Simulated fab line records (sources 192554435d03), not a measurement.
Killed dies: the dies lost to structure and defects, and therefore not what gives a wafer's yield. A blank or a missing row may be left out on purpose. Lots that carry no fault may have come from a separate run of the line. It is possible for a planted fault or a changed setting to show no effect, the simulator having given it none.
A struck lot beside a sound one    flow n5 finfet    16 steps out of a route of 1938
Sound: these wafers, L184.1, L184.5, L184.6. Wafers struck: L185.2, L185.3, L185.6. The cause is given at the end.
For every step that has rows: the tool of each side, followed by ch and its chambers, followed by its first start. Under that, the readings that differ: sound wafers    struck wafers    difference of the means    sigmas: that difference in standard deviations of wafers without a fault.
alike: readings whose means differ by less than 2 such deviations, and words and numbers that are the same on both sides. not compared: withheld readings, readings that some wafer has no value for, bounds like >300 that may hide the same value, and numbers for which the record gives no deviation and whose values overlap.
Wherever a step has rows on one side only, a row that says differs or no value, or a row with sigmas, the two part there. Non-overlapping numbers with no deviation appear without sigmas and do not part them. A reading missing from all wafers of one side parts the sides only when that side holds two or more wafers.

first, 2 steps without rows for these wafers: N5_BEOL_M4_SURFACE_TREAT_85; N5_BEOL_M4_CVD_47 (deposits Co from CCTBA/H2, target thk 3 nm, time 223.8 s).
N5_BEOL_M4_SPUTTER_48: material Cu, target thk 4.5 nm, time 8.29 s.
  sound on pvd sputter-01, day 11 06:16; struck on pvd sputter-03, day 11 14:22
  alike: chamber pressure pa, chuck gas flow sccm, throttle valve pct
then, 1 step without rows for these wafers: N5_BEOL_M4_ANNEAL_49 (time 240 s).
N5_BEOL_M4_SPUTTER_79: material Cu, target thk 4.5 nm, time 8.29 s.
  sound on pvd sputter-01, day 11 06:29; struck on pvd sputter-03, day 11 14:35
  alike: chamber pressure pa, chuck gas flow sccm, throttle valve pct
then, 2 steps without rows for these wafers: N5_BEOL_M4_ANNEAL_80 (time 240 s); N5_BEOL_M4_SPUTTER_81 (material Cu, target thk 4.5 nm, time 8.29 s).
N5_BEOL_M4_ANNEAL_82: time 240 s.
  sound on pvd sputter-01, day 11 06:47; struck on pvd sputter-03, day 11 14:53
  alike: heater power w
then, 2 steps without rows for these wafers: N5_BEOL_M4_SPUTTER_86 (material Cu, target thk 4.5 nm, time 8.29 s); N5_BEOL_M4_ANNEAL_87 (time 240 s).
N5_BEOL_M4_SPUTTER_88: material Cu, target thk 4.5 nm, time 8.29 s.
  sound on pvd sputter-01, day 11 07:09; struck on pvd sputter-03, day 11 15:14
  alike: chamber pressure pa, chuck gas flow sccm, throttle valve pct
then, 1 step without rows for these wafers: N5_BEOL_M4_ANNEAL_89 (time 240 s).
N5_BEOL_M4_SPUTTER_90: material Cu, target thk 4.5 nm, time 8.29 s.
  sound on pvd sputter-01, day 11 07:22; struck on pvd sputter-03, day 11 15:28
  no value came back on the struck wafers for chamber pressure pa (Pa), chuck gas flow sccm (sccm), throttle valve pct (%); on the sound wafers chamber pressure pa (Pa) reads 0.07019 0.06971 0.06987
N5_BEOL_M4_ANNEAL_91: time 240 s.
  sound on pvd sputter-01, day 11 07:27; struck on pvd sputter-03, day 11 15:32
  alike: heater power w
N5_BEOL_M4_RC_MEAS_101:
  sound on prober-02 ch 0, day 11 09:07; struck on prober-02 ch 0, day 11 17:26
  alike: DIBL_N, DIBL_P, IOFF_N, IOFF_P, ION_N, ION_P, SS_N, SS_P, VT_N, VT_P
-- a jump in the record: the struck wafers' starts before and after are 6 days apart (it breaks off in module BEOL_M4 and resumes in module PASSIVATION, where the first step shown is number 1936 of the route) --
N5_PASSIVATION_PROBE_49:
  sound on prober-02, day 16 15:42; struck on prober-01, day 17 05:39
reading                sound        struck       difference  sigmas
sort_bin_6_memory (%)  2.3 1.9 1.6  3.6 3.0 3.3  +1.4        +2
  alike: defect limited yield, killed_at_M0_to_M3, killed_at_M4_up, killed at contacts, killed at front end, killed at other, killed dies, killed open, killed short, sort_bin_5_function, sort n pass, sort yield pct

== WHERE THEY PART ==
First at N5_BEOL_M4_SPUTTER_90; last, within this record, at N5_PASSIVATION_PROBE_49.

WHY: the cause the simulator had injected
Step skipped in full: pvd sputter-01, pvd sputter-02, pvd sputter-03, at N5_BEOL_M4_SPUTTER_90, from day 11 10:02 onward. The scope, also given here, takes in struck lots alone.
